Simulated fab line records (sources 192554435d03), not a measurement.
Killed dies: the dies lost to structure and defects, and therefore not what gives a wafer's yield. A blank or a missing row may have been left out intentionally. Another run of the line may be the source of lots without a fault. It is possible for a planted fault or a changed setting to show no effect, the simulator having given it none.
Matching of chambers + flow n5_finfet + N5_BEOL_M5_ETCH_67 on rie_diel-04: 4 sister chambers
The step etches SiARC in CF4, target depth 15.6 nm, time 26 s. 4 wafers are shown with their chamber, then 8 later ones without.

## WAFERS, EACH WITH ITS CHAMBER
| wafer  | chamber | drypump_motor_current_A (A) |
|--------|---------|-----------------------------|
| L081.1 | 1       | 5.4                         |
| L081.2 | 0       | 6.3                         |
| L087.1 | 3       | 6.0                         |
| L088.2 | 2       | 4.8                         |

## WAFERS WITH NO CHAMBER GIVEN
| wafer  | drypump_motor_current_A (A) |
|--------|-----------------------------|
| L088.3 | 6.3                         |
| L088.5 | 6.0                         |
| L090.1 | 5.4                         |
| L090.2 | 4.7                         |
| L090.3 | 6.0                         |
| L095.1 | 6.3                         |
| L095.2 | 6.0                         |
| L095.3 | 4.8                         |

## EACH ONE'S CHAMBER
| wafer  | from the rows above | in truth |
|--------|---------------------|----------|
| L088.3 | 0                   | 0        |
| L088.5 | 3                   | 3        |
| L090.1 | 1                   | 1        |
| L090.2 | 2                   | 2        |
| L090.3 | 3                   | 3        |
| L095.1 | 0                   | 0        |
| L095.2 | 3                   | 3        |
| L095.3 | 2                   | 2        |
Placed correctly: 8 of 8. From these rows, 0 cannot be placed. 0 placed wrongly.
How it was worked out, from the rows above alone: a wafer's distance from a chamber is the root of the sum, over the readings, of the square of ((its reading less the chamber's mean) divided by the reading's scatter). If the next closest chamber is less than 2 further off than the closest, the wafer can't be placed; otherwise it belongs to the closest. For every chamber, the mean is computed from those of its wafers that are shown. The scatter (one wafer shown for each chamber): square how far every hidden wafer sits from the nearest shown wafer, average those squares and take the square root.
